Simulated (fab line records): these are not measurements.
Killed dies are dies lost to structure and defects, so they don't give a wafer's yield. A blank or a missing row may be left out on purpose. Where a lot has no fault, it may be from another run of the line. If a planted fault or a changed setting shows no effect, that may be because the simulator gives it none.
Chamber matching -- flow n5_finfet -- N5_BEOL_M6_ETCH_66 on rie_diel-04: 4 sister chambers
The step etches SOC in N2/H2, target depth 80 nm, overetch 16 nm, time 120 s. 8 wafers are shown with their chamber, then 9 later ones without.

WAFERS PAIRED WITH THEIR CHAMBERS
wafer,chamber,showerhead_plenum_p_Torr (Torr),drypump_motor_current_A (A)
L076.3,1,2.62,6.2
L081.2,1,2.62,6.3
L081.3,0,2.58,6.1
L082.3,0,2.58,6.1
L082.6,3,2.57,5.5
L090.4,2,2.49,5.9
L090.5,2,2.49,5.9
L090.6,3,2.56,5.5

WAFERS WITH NO CHAMBER GIVEN
wafer,showerhead_plenum_p_Torr (Torr),drypump_motor_current_A (A)
L092.3,2.57,6.1
L092.4,2.61,6.2
L092.5,2.57,6.1
L095.2,2.61,6.2
L095.3,2.56,5.5
L095.6,2.56,5.5
L093.1,2.57,6.1
L093.2,2.61,6.2
L093.6,2.56,5.5

WHICH CHAMBER EACH WENT THROUGH
wafer,from the rows above,in truth
L092.3,0,0
L092.4,1,1
L092.5,0,0
L095.2,1,1
L095.3,3,3
L095.6,3,3
L093.1,0,0
L093.2,1,1
L093.6,3,3
Placed correctly: 9 of 9. From these rows, 0 cannot be placed. Number placed wrongly: 0.
How it was worked out, from the rows above alone: a wafer's distance from a chamber is the root of the sum, over the readings, of the square of ((its reading less the chamber's mean) divided by the reading's scatter). If the next closest chamber is less than 2 further off than the closest, the wafer can't be placed; otherwise it belongs to the closest. Each chamber's mean is taken over the wafers shown for it. The scatter is the square root of a quotient: the sum, over the shown wafers, of each reading's squared deviation from its chamber's mean, divided by wafers minus chambers.
